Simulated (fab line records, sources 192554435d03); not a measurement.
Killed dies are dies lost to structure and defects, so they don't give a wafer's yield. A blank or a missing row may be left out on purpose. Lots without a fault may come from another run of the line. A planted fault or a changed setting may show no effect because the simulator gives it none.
Chamber matching | flow n5_finfet | N5_BEOL_M2_STRIP_19 on rie_diel-04: 4 sister chambers
The step strips in O2. 4 wafers are shown with their chamber, then 10 later ones without.

WAFERS WITH THEIR CHAMBER
wafer  | chamber | drypump_motor_current_A (A)
L085.4 | 1       | 5.8
L087.6 | 3       | 5.6
L088.1 | 2       | 4.7
L088.3 | 0       | 5.6

WAFERS WITHOUT THEIR CHAMBER
wafer  | drypump_motor_current_A (A)
L088.4 | 5.5
L089.1 | 5.6
L089.2 | 4.8
L089.6 | 5.6
L091.4 | 5.6
L091.5 | 5.7
L091.6 | 4.8
L093.1 | 4.7
L093.2 | 5.5
L093.5 | 5.7

WHICH CHAMBER EACH WENT THROUGH
wafer  | from the rows above          | in truth
L088.4 | can't be placed: 0 or 3      | 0
L089.1 | can't be placed: 0 or 3      | 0
L089.2 | 2                            | 2
L089.6 | can't be placed: 0 or 3      | 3
L091.4 | can't be placed: 0 or 3      | 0
L091.5 | can't be placed: 1 or 0 or 3 | 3
L091.6 | 2                            | 2
L093.1 | 2                            | 2
L093.2 | can't be placed: 0 or 3      | 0
L093.5 | can't be placed: 1 or 0 or 3 | 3
Placed correctly: 3 of 10. Can't be placed from these rows: 7 (the true chamber is among the candidates in 7). Placed wrongly: 0.
How it was worked out, from the rows above alone: a wafer's distance from a chamber is the root of the sum, over the readings, of the square of ((its reading less the chamber's mean) divided by the reading's scatter). The wafer belongs to the nearest chamber; if the next one is less than 2 further off, it can't be placed. A chamber's mean is the mean of its shown wafers. The scatter: with one shown wafer a chamber, the root of the mean of the squares of how far each hidden wafer lies from its nearest shown one.
